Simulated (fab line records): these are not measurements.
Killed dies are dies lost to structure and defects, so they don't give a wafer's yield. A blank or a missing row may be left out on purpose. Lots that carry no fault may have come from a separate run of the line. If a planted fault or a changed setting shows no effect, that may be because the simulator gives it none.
A lot that was struck, set against a sound lot / flow n5_finfet / 16 out of 1938 route steps
Sound: wafers L321.1, L321.4, L321.5. Wafers L330.1, L330.2, L330.3 were the ones struck. The cause comes at the end.
Per side, at each step with rows, come the tool, then ch with its chambers, and then its first start. Under that, the readings that differ: sound wafers / struck wafers / difference of the means / sigmas: that difference in standard deviations of wafers without a fault.
alike: same words and numbers on both sides, and readings whose means sit less than 2 such deviations apart. not compared: any withheld reading, any reading some wafer has no value for, any bound like >300 that may hide the same value, and any number with overlapping values for which the record gives no deviation.
The two part at a step that has a row with sigmas, a row that says differs or no value, or rows on one side only. Non-overlapping numbers with no deviation appear without sigmas and do not part them. Lack of a reading on every wafer of one side parts them only where that side has two or more wafers.

first, 4 steps without rows for these wafers: N5_BEOL_M4_SOFTBAKE_23 (time 60 s); N5_BEOL_M4_EXPOSE_25 (exposes mask V3, defocus 5 nm); N5_BEOL_M4_PEB_26 (peb time 60 s); N5_BEOL_M4_DEVELOP_27 (develop time 30 s).
N5_BEOL_M4_CD_MEAS_28: target cd 26.2 nm, target cd y 24.1 nm.
  sound on cd_sem-02 ch 0, day 8 17:29; struck on cd_sem-03 ch 0, day 11 04:56
  alike: cd_nm
N5_BEOL_M4_OVL_MEAS_29:
  sound on overlay-02 ch 0, day 8 17:31; struck on overlay-01 ch 0, day 11 04:58
  alike: V3_OVL
N5_BEOL_M4_INSPECT_30: inspects for defects (brightfield).
  sound: defect_inspect-02 at day 8 17:34; struck: defect_inspect-02 at day 11 05:02
  alike: raw_defect_count
N5_BEOL_M4_DESCUM_33: chemistry O2, time 7 s.
  sound on rie_diel-01 ch 0,1,3, day 8 17:36; struck on rie_diel-05 ch 0,2,3, day 11 05:04
reading=throttle_valve_pct (%); sound=19.78 20.24 20.08; struck=20.58 20.60 20.58; difference=+0.55; sigmas=+2
  alike: drypump_motor_current_A, o2_flow_sccm, oes_product_au, rf_vpp_V, showerhead_plenum_p_Torr
  not compared: rf_hours_counter_h
N5_BEOL_M4_ETCH_77: etches underlayer in N2/H2, target depth 6.5 nm, time 5.2 s.
  sound on rie_diel-01 ch 0,1,3, day 8 17:38; struck on rie_diel-05 ch 0,2,3, day 11 05:06
  alike: drypump_motor_current_A, etch_rf_on_time_s, oes_product_au, rf_vpp_V, showerhead_plenum_p_Torr, throttle_valve_pct
  not compared: rf_hours_counter_h
N5_BEOL_M4_ETCH_69: etches SiARC in CF4, target depth 15.6 nm, time 26 s.
  sound on rie_diel-01 ch 0,1,3, day 8 17:40; struck on rie_diel-05 ch 0,2,3, day 11 05:07
  alike: drypump_motor_current_A, etch_rf_on_time_s, oes_product_au, rf_vpp_V, showerhead_plenum_p_Torr, throttle_valve_pct
  not compared: rf_hours_counter_h
N5_BEOL_M4_ALD_98: deposits SiO2, target thk 2.5 nm, pulse time 1 s, co reactant pulse time 1 s.
  sound on ald_sin-03 ch 2,3, day 8 17:59; struck on ald_sin-03 ch 0,1,2, day 11 05:15
  alike: heater_power_w, precursor_pulse_height_rel
N5_BEOL_M4_ETCHBACK_99: etches SiO2 in CHF3, target depth 5 nm, time 10.4 s.
  sound on rie_diel-03 ch 0,1,2, day 8 18:29; struck on rie_diel-03 ch 1,2,3, day 11 06:32
  alike: drypump_motor_current_A, oes_product_au, rf_vpp_V, showerhead_plenum_p_Torr, throttle_valve_pct
  not compared: rf_hours_counter_h
N5_BEOL_M4_ETCH_70: etches SOC in N2/H2, target depth 80 nm, overetch 24 nm, time 130 s.
  sound on rie_diel-03 ch 0,1,2, day 8 18:31; struck on rie_diel-03 ch 1,2,3, day 11 06:34
reading=temp_c (C); sound=40.09 40.15 40.06; struck=38.66 38.73 38.82; difference=-1.36; sigmas=-14
  alike: drypump_motor_current_A, oes_product_au, rf_vpp_V, showerhead_plenum_p_Torr, throttle_valve_pct
  not compared: rf_hours_counter_h
then, 1 step without rows for these wafers: N5_BEOL_M4_STRIP_71 (strips in N2/H2).
N5_BEOL_M4_RC_MEAS_101:
  sound on prober-01 ch 0, day 9 00:01; struck on prober-01 ch 0, day 11 13:05
reading=VT_P (mV); sound=-250 -248 -246; struck=-253 -256 -256; difference=-7; sigmas=-2
  alike: DIBL_N, DIBL_P, IOFF_N, IOFF_P, ION_N, ION_P, SS_N, SS_P, VT_N
then, 1 step without rows for these wafers: N5_PASSIVATION_PROBE_49.

WHERE THEY PART
Earliest at N5_BEOL_M4_DESCUM_33; latest, in this record, at N5_BEOL_M4_RC_MEAS_101.

WHY: what had been put in by the simulator
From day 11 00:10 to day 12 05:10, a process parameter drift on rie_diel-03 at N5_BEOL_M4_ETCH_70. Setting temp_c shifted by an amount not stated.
